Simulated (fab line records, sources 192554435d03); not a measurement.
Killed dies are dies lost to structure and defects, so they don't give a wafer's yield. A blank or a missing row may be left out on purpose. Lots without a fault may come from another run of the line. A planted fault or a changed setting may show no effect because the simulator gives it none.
Chamber matching | flow n5_finfet | N5_BEOL_M8_ETCH_62 on rie_diel-04: 4 sister chambers
The step etches SOC in N2/H2, target depth 110 nm, overetch 22 nm, time 165 s. 4 wafers are shown with their chamber, then 12 later ones without.

WAFERS WITH THEIR CHAMBER
wafer  | chamber | showerhead_plenum_p_Torr (Torr)
L081.3 | 2       | 2.55
L090.4 | 1       | 2.45
L090.5 | 0       | 2.46
L090.6 | 3       | 2.69

WAFERS WITHOUT THEIR CHAMBER
wafer  | showerhead_plenum_p_Torr (Torr)
L091.1 | 2.45
L091.2 | 2.46
L091.4 | 2.69
L092.4 | 2.54
L092.5 | 2.46
L092.6 | 2.69
L095.1 | 2.46
L095.3 | 2.54
L095.5 | 2.69
L094.1 | 2.54
L094.2 | 2.46
L094.3 | 2.69

WHICH CHAMBER EACH WENT THROUGH
wafer  | from the rows above | in truth
L091.1 | 1                   | 1
L091.2 | 0                   | 0
L091.4 | 3                   | 3
L092.4 | 2                   | 2
L092.5 | 0                   | 0
L092.6 | 3                   | 3
L095.1 | 0                   | 0
L095.3 | 2                   | 2
L095.5 | 3                   | 3
L094.1 | 2                   | 2
L094.2 | 0                   | 0
L094.3 | 3                   | 3
Placed correctly: 12 of 12. Can't be placed from these rows: 0. Placed wrongly: 0.
How it was worked out, from the rows above alone: a wafer's distance from a chamber is the root of the sum, over the readings, of the square of ((its reading less the chamber's mean) divided by the reading's scatter). The wafer belongs to the nearest chamber; if the next one is less than 2 further off, it can't be placed. A chamber's mean is the mean of its shown wafers. The scatter: with one shown wafer a chamber, the root of the mean of the squares of how far each hidden wafer lies from its nearest shown one.
